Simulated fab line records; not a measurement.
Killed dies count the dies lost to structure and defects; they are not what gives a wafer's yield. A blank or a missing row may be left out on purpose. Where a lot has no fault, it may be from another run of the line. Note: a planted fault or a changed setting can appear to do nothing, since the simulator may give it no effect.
Shared-tool check | flow nandHarc | Sampled: 11 lots, 33 wafers

== REASON FOR OPENING ==
Flagged at NHARC_P_M0_CD_MEAS_09: reading cdNm, on 2 of 11 lots. Wafers without a fault read 89.8 nm, standard deviation 0.54.
Rule: a lot gets a flag if all its wafers with a number sit over 4 standard deviations from that mean, or if no wafer of it has a number. The other lots count as sound.

lot  | measured     | on       | cdNm (nm), wafer by wafer | flag
L666 | day 6 06:42  | cdSem-03 | 91.2 90.3 90.7            | 
L667 | day 6 14:03  | cdSem-03 | 88.7 88.6 89.5            | 
L669 | day 7 12:23  | cdSem-02 | 89.4 89.9 89.7            | 
L672 | day 8 14:25  | cdSem-02 | 89.9 89.8 89.8            | 
L673 | day 9 00:07  | cdSem-02 | 85.8 86.3 86.2            | FLAGGED
L676 | day 10 06:01 | cdSem-01 | 85.2 86.3 86.5            | FLAGGED
L679 | day 11 10:32 | cdSem-02 | 89.8 89.6 90.3            | 
L682 | day 12 20:08 | cdSem-01 | 89.3 89.2 89.9            | 
L683 | day 13 02:37 | cdSem-02 | 89.8 89.9 88.6            | 
L684 | day 13 19:37 | cdSem-01 | 90.0 89.6 89.5            | 
L688 | day 15 08:09 | cdSem-03 | 88.2 89.3 89.3            | 
The mean of the flagged lots' numbers is 86.0 nm, -3.8 nm from the usual (-7 standard deviations).

== WHICH TOOL RAN EACH LOT ==
3 process steps preceding the reading are held in the record, out of 1302 steps in the route. Every cell lists first the tool, next ch and the chambers used by the sampled wafers, and last the start.
lot  | flag    | NHARC_P_CONTACT_ETCH_18                      | NHARC_P_CONTACT_ETCH_31                      | NHARC_P_M0_PEB_07
L666 |         | rieDiel-11 ch 1,2,3, day 6 06:37 or earlier  | rieDiel-11 ch 2,3, day 6 06:37 or earlier    | lithoTrack-04 ch 0, day 6 06:37
L667 |         | rieDiel-10 ch 0,1,3, day 6 13:58 or earlier  | rieDiel-10 ch 0,2,3, day 6 13:58 or earlier  | lithoTrack-06 ch 0, day 6 13:58
L669 |         | rieDiel-11 ch 0,2, day 7 12:19 or earlier    | rieDiel-11 ch 2,3, day 7 12:19 or earlier    | lithoTrack-06 ch 0, day 7 12:19
L672 |         | rieDiel-02 ch 0,1,3, day 8 14:20 or earlier  | rieDiel-02 ch 0,2,3, day 8 14:20 or earlier  | lithoTrack-01 ch 0, day 8 14:20
L673 | FLAGGED | rieDiel-10 ch 1,3, day 9 00:02 or earlier    | rieDiel-10 ch 1,3, day 9 00:02 or earlier    | lithoTrack-06 ch 0, day 9 00:02
L676 | FLAGGED | rieDiel-11 ch 1,2,3, day 10 05:56 or earlier | rieDiel-11 ch 0,1,3, day 10 05:56 or earlier | lithoTrack-06 ch 0, day 10 05:56
L679 |         | rieDiel-11 ch 1,2,3, day 11 10:28 or earlier | rieDiel-11 ch 2,3, day 11 10:28 or earlier   | lithoTrack-01 ch 0, day 11 10:28
L682 |         | rieDiel-11 ch 0,2,3, day 12 20:04 or earlier | rieDiel-11 ch 0,1,2, day 12 20:04 or earlier | lithoTrack-06 ch 0, day 12 20:04
L683 |         | rieDiel-02 ch 1,2, day 13 02:32 or earlier   | rieDiel-02 ch 0,1,2, day 13 02:32 or earlier | lithoTrack-06 ch 0, day 13 02:32
L684 |         | rieDiel-10 ch 1,2, day 13 19:31 or earlier   | rieDiel-10 ch 2,3, day 13 19:31 or earlier   | lithoTrack-06 ch 0, day 13 19:31
L688 |         | rieDiel-02 ch 0,1,2, day 15 08:04 or earlier | rieDiel-02 ch 0,1,3, day 15 08:04 or earlier | lithoTrack-06 ch 0, day 15 08:04
What the steps here do:
- NHARC_P_CONTACT_ETCH_18: etches the open film in C4F8/O2/Ar, target depth 481 nm, time 240.5 s.
- NHARC_P_CONTACT_ETCH_31: etches the open film in CH3F/O2, target depth 30 nm, time 85.7 s.
- NHARC_P_M0_PEB_07: peb time 65 s.
- NHARC_P_M0_CD_MEAS_09: target cd 90 nm.

== FLAGGED AGAINST TOTAL, ONE TOOL AT A TIME (gauges that did the reading follow at the end) ==
step                    | tool          | lots run | flagged | share of the flagged lots | sound lots run after its first flagged lot
NHARC_P_CONTACT_ETCH_18 | rieDiel-02    | 3        | 0       | none                      | -
NHARC_P_CONTACT_ETCH_18 | rieDiel-10    | 3        | 1       | some                      | 1 (L684)
NHARC_P_CONTACT_ETCH_18 | rieDiel-11    | 5        | 1       | some                      | 2 (L679,L682)
NHARC_P_CONTACT_ETCH_31 | rieDiel-02    | 3        | 0       | none                      | -
NHARC_P_CONTACT_ETCH_31 | rieDiel-10    | 3        | 1       | some                      | 1 (L684)
NHARC_P_CONTACT_ETCH_31 | rieDiel-11    | 5        | 1       | some                      | 2 (L679,L682)
NHARC_P_M0_PEB_07       | lithoTrack-01 | 2        | 0       | none                      | -
NHARC_P_M0_PEB_07       | lithoTrack-04 | 1        | 0       | none                      | -
NHARC_P_M0_PEB_07       | lithoTrack-06 | 8        | 2       | all                       | 4 (L682,L683,L684,L688)
NHARC_P_M0_CD_MEAS_09   | cdSem-01      | 3        | 1       | some                      | 2 (L682,L684)
NHARC_P_M0_CD_MEAS_09   | cdSem-02      | 5        | 1       | some                      | 2 (L679,L683)
NHARC_P_M0_CD_MEAS_09   | cdSem-03      | 3        | 0       | none                      | -
Because NHARC_P_CONTACT_ETCH_18 lacks a start for some lots, the hours and order of its lots are taken from NHARC_P_M0_PEB_07. Because NHARC_P_CONTACT_ETCH_31 lacks a start for some lots, the hours and order of its lots are taken from NHARC_P_M0_PEB_07.

== WHAT IS ALLOWED BY THE TABLE ==
In the table, 1 row covers all flagged lots: lithoTrack-06 at NHARC_P_M0_PEB_07.
- lithoTrack-06 at NHARC_P_M0_PEB_07 ran 8 lots, 2 of them flagged. Sound lots followed the first flagged one (L682, L683, L684, L688) on it, something a lasting fault affecting the whole tool could not allow. Its own readings (plateTempC) fall more than 4 standard deviations out on all wafers of the flagged lots.
None of the table's rows ran every flagged lot and, after the first, no sound lot.

== WHAT HAD BEEN PUT IN BY THE SIMULATOR ==
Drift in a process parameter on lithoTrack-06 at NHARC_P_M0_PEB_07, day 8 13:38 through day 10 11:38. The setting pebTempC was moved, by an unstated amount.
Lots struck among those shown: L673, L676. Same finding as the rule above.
